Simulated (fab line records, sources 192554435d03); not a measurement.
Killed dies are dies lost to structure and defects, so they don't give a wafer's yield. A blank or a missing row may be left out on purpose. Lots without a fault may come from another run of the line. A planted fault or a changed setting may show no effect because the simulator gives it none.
Which tool did it? | flow n5_finfet | 11 lots, 32 wafers sampled, at 4 steps of a route of 1938

WHAT THE GAUGES READ, wafer by wafer
The record holds no reading of a measuring or inspecting step that can be judged against a usual standard deviation.

WHICH TOOL RAN EACH LOT (tool, then ch and the chambers of the sampled wafers, then the start)
lot  | N5_BEOL_M11_DEGAS_44         | N5_BEOL_M11_PRE_CLEAN_45     | N5_BEOL_M11_ANNEAL_51            | N5_BEOL_M12_ETCH_59
L502 | pvd_sputter-03, day 12 00:43 | pvd_sputter-03, day 12 00:45 | rtp_anneal-02 ch 0, day 12 01:52 | rie_diel-04 ch 0,2,3, day 12 03:10
L507 | pvd_sputter-03, day 12 23:22 | pvd_sputter-03, day 12 23:24 | rtp_anneal-01 ch 0, day 13 00:50 | rie_diel-05 ch 0,2,3, day 13 02:11
L509 | pvd_sputter-02, day 13 23:34 | pvd_sputter-02, day 13 23:36 | rtp_anneal-02 ch 0, day 14 04:58 | rie_diel-02 ch 0,2, day 14 06:20
L510 | pvd_sputter-03, day 14 09:40 | pvd_sputter-03, day 14 09:43 | rtp_anneal-01 ch 0, day 14 10:37 | rie_diel-05 ch 1,2, day 14 12:08
L512 | pvd_sputter-03, day 14 10:02 | pvd_sputter-03, day 14 10:04 | rtp_anneal-01 ch 0, day 14 11:03 | rie_diel-05 ch 0,2,3, day 14 12:24
L511 | pvd_sputter-03, day 14 18:47 | pvd_sputter-03, day 14 18:49 | rtp_anneal-01 ch 0, day 14 19:58 | rie_diel-02 ch 0,3, day 14 23:10
L520 | pvd_sputter-01, day 16 05:22 | pvd_sputter-01, day 16 05:24 | rtp_anneal-01 ch 0, day 16 06:23 | rie_diel-04 ch 0,1, day 16 07:47
L521 | pvd_sputter-01, day 17 09:48 | pvd_sputter-01, day 17 09:50 | rtp_anneal-01 ch 0, day 17 12:06 | rie_diel-04 ch 0,1,2, day 17 13:38
L523 | pvd_sputter-01, day 17 16:16 | pvd_sputter-01, day 17 16:18 | rtp_anneal-01 ch 0, day 17 17:12 | rie_diel-04 ch 0,2,3, day 17 18:32
L522 | pvd_sputter-03, day 17 16:51 | pvd_sputter-03, day 17 16:53 | rtp_anneal-02 ch 0, day 17 17:56 | rie_diel-05 ch 0,3, day 17 19:24
L524 | pvd_sputter-02, day 17 20:52 | pvd_sputter-02, day 17 20:54 | rtp_anneal-01 ch 0, day 17 21:55 | rie_diel-05 ch 0,3, day 17 23:17
- N5_BEOL_M11_DEGAS_44: time 60 s.
- N5_BEOL_M11_PRE_CLEAN_45: time 30 s.
- N5_BEOL_M11_ANNEAL_51: time 90 s.
- N5_BEOL_M12_ETCH_59: etches BARC in N2/H2, target depth 89 nm, overetch 26.7 nm, time 67.9 s.

WHAT THE TOOLS THEMSELVES READ (means of the sampled wafers that have a number; where no wafer has one, the mark that the record gives instead)
N5_BEOL_M11_DEGAS_44.
lot  | tool           | heater_power_w (W)
L502 | pvd_sputter-03 | 342
L507 | pvd_sputter-03 | 353
L509 | pvd_sputter-02 | 337
L510 | pvd_sputter-03 | 306
L512 | pvd_sputter-03 | 356
L511 | pvd_sputter-03 | 330
L520 | pvd_sputter-01 | 313
L521 | pvd_sputter-01 | 309
L523 | pvd_sputter-01 | 332
L522 | pvd_sputter-03 | 347
L524 | pvd_sputter-02 | 369

N5_BEOL_M11_PRE_CLEAN_45.
lot  | tool           | heater_power_w (W)
L502 | pvd_sputter-03 | 348
L507 | pvd_sputter-03 | 357
L509 | pvd_sputter-02 | 334
L510 | pvd_sputter-03 | 302
L512 | pvd_sputter-03 | 357
L511 | pvd_sputter-03 | 329
L520 | pvd_sputter-01 | 318
L521 | pvd_sputter-01 | 311
L523 | pvd_sputter-01 | 340
L522 | pvd_sputter-03 | 344
L524 | pvd_sputter-02 | 370

N5_BEOL_M11_ANNEAL_51.
lot  | tool          | wafer_temp_C_max
L502 | rtp_anneal-02 | 225.68
L507 | rtp_anneal-01 | 225.85
L509 | rtp_anneal-02 | 226.33
L510 | rtp_anneal-01 | 225.55
L512 | rtp_anneal-01 | 225.87
L511 | rtp_anneal-01 | 225.69
L520 | rtp_anneal-01 | 225.76
L521 | rtp_anneal-01 | 225.49
L523 | rtp_anneal-01 | 225.99
L522 | rtp_anneal-02 | 226.07
L524 | rtp_anneal-01 | 225.59

N5_BEOL_M12_ETCH_59.
lot  | tool        | bias_w (W) | chamber_pressure_mTorr (mTorr) | drypump_motor_current_A (A) | oes_product_au (a.u.) | rf_fwd_power_W (W) | rf_vpp_V (V) | showerhead_plenum_p_Torr (Torr) | throttle_valve_pct (%)
L502 | rie_diel-04 | 150.3      | 29.999                         | 5.8                         | 0.62                  | 833.4              | 521.7        | 2.49                            | 17.92
L507 | rie_diel-05 | 149.9      | 30.017                         | 5.7                         | 0.60                  | 833.2              | 523.8        | 2.55                            | 18.10
L509 | rie_diel-02 | 149.6      | 29.975                         | 6.0                         | 0.73                  | 832.7              | 528.0        | 2.68                            | 17.63
L510 | rie_diel-05 | 134.5      | 29.994                         | 6.0                         | 0.68                  | 832.8              | 492.9        | 2.66                            | 17.88
L512 | rie_diel-05 | 135.0      | 30.003                         | 5.7                         | 0.69                  | 834.4              | 489.0        | 2.55                            | 17.96
L511 | rie_diel-02 | 150.5      | 29.992                         | 5.2                         | 0.77                  | 834.2              | 525.1        | 2.57                            | 17.59
L520 | rie_diel-04 | 150.2      | 30.023                         | 5.4                         | 0.73                  | 833.7              | 522.6        | 2.55                            | 17.82
L521 | rie_diel-04 | 150.1      | 30.007                         | 5.6                         | 0.73                  | 830.5              | 524.1        | 2.58                            | 17.69
L523 | rie_diel-04 | 149.7      | 29.984                         | 5.8                         | 0.73                  | 831.2              | 524.4        | 2.58                            | 17.75
L522 | rie_diel-05 | 149.7      | 29.999                         | 5.9                         | 0.66                  | 834.1              | 522.1        | 2.50                            | 18.00
L524 | rie_diel-05 | 150.0      | 30.021                         | 5.7                         | 0.72                  | 835.8              | 522.2        | 2.50                            | 18.01

THE ANSWER, worked out from the rows above alone
Rule: what is usual is taken from the lots themselves. Put in order of their means at a reading, lots are off if they are a third of the lots or fewer, leave a main group of 4 or more, and stand apart from it by a gap of 3 or more times the standard deviation of the main group's means; of several such gaps the widest counts. A main group whose means are all the same, to the digits that the tables above print for the reading, isn't used. A lot without any number at a reading at which 4 lots or more have one is off too. The other lots that the step has rows for count as sound. The gauges are gone through in route order, then the tools' own readings, and for those a lot's mean is taken as printed above. The first step at which some lot is off is used, and at that step the reading that is off furthest; a lot without a number counts as furthest.
Off: L510, L512, at N5_BEOL_M12_ETCH_59 (bias_w). The main group: mean 150.0 W, standard deviation 0.29.
A tool fits if, at that step or a process step before it, it ran every lot that is off, and no sound lot after the first of them. None of those tried fits.

WHAT THE SIMULATOR HAD PUT IN
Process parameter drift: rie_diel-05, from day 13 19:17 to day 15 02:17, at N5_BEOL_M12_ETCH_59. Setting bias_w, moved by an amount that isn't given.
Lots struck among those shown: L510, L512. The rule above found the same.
